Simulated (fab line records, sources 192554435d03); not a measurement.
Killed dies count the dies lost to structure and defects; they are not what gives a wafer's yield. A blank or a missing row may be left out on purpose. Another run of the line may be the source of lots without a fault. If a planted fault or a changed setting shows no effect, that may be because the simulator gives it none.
One fault seen from 2 desks	flow n5_finfet	every desk sees just its own numbers, and what lay behind them comes last

THE METROLOGY DESK
Means of the sampled wafers that have a number, per lot and without regard to the tool the lot ran on: this is what the gauges read. If a lot's mean is further than 4 standard deviations from the usual mean, the lot is out of limits and carries the mark OUT (the distance appears in the brackets). Shown are 7 of the 13 readings it has, namely the first that went out of limits plus those furthest out on some lot.
Columns: A = IOFF_N at N5_BEOL_M4_RC_MEAS_101, usual 0.14 nA/um; B = SS_N at N5_BEOL_M4_RC_MEAS_101, usual 71.2 mV/dec; C = SS_P at N5_BEOL_M4_RC_MEAS_101, usual 73.1 mV/dec; D = VT_N at N5_BEOL_M4_RC_MEAS_101, usual 252 mV; E = M7_OVL at N5_BEOL_M7_OVL_MEAS_12, usual 0.3 nm; F = trench_depth_nm at N5_BEOL_M7_OCD_MEAS_38, usual 91.0 nm; G = cd_nm at N5_BEOL_M7_CD_MEAS_35, usual 40.2 nm
lot	first seen here	A	B	C	D	E	F	G
L737	day 8 04:15	0.13	70.3	72.8	249	1.0	88.9	40.7
L740	day 8 14:15	0.21	71.8	74.1	246	0.4	88.5	40.4
L743	day 9 16:17	0.21	71.9	73.2	248	-0.4	90.3	40.1
L745	day 10 06:08	0.14	71.3	73.0	250	0.0	45.3 (-25) OUT	39.6
L749	day 10 22:53	0.14	71.1	73.1	251	0.1	89.2	40.4
L754	day 12 12:14	0.13	71.4	72.7	253	1.3	89.5	39.1
L756	day 12 12:53	0.17	71.7	73.8	250	0.1	92.6	40.6
L759	day 13 14:25	0.15	71.7	73.5	248	-0.5	92.7	40.7
L760	day 13 23:25	0.12	70.8	73.2	254	-0.9	91.2	40.2
This desk finds L745 out of limits, L745 being first, at day 11 06:07 (trench_depth_nm at N5_BEOL_M7_OCD_MEAS_38). L737, L740, L743, L749, L754, L756, L759, L760: within limits.

DESK OF THE TOOL OWNER: rie_metal-03
The tool's own readings at N5_BEOL_M7_HM_OPEN_17 (chemistry Cl2/BCl3, target TiN, target depth 20 nm, overetch 6 nm): means of the sampled wafers that have a number, for each lot that ran on this tool. If a lot's mean is further than 4 standard deviations from the usual mean, the lot is out of limits and carries the mark OUT (the distance appears in the brackets).
Columns: A = drypump_motor_current_A at N5_BEOL_M7_HM_OPEN_17, usual 6.1 A; B = mfc_cl2_sccm at N5_BEOL_M7_HM_OPEN_17, usual 53.28 sccm; C = oes_product_au at N5_BEOL_M7_HM_OPEN_17, usual 0.64 a.u.; D = throttle_valve_pct at N5_BEOL_M7_HM_OPEN_17, usual 22.12 %
lot	first seen here	A	B	C	D
L737	day 9 07:40	6.1	53.20	0.61	22.13
L743	day 10 13:56	6.1	53.20	0.70	22.06
L745	day 11 04:49	6.2	53.34	0.61	22.19
L759	day 14 20:36	6.5	53.19	0.73	22.42
L760	day 15 01:59	6.2	53.39	0.69	22.16
This desk found nothing out of limits on any of the 5 lots.

ALL TOGETHER
At day 11 06:07 the metrology desk could have sounded an alarm, on L745.
The desk of the tool owner found nothing out of limits.
On record at the tool owner's desk: L745, within its limits.
N5_BEOL_M7_HM_OPEN_17 was run on rie_metal-03 by each of the lots named.

WHAT WAS PUT IN BY THE SIMULATOR
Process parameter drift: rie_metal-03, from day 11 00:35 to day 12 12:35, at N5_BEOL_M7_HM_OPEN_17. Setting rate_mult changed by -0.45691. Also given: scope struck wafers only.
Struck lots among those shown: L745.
Delay in hours, fault start to first out-of-limits reading, per desk: metrology desk 6.
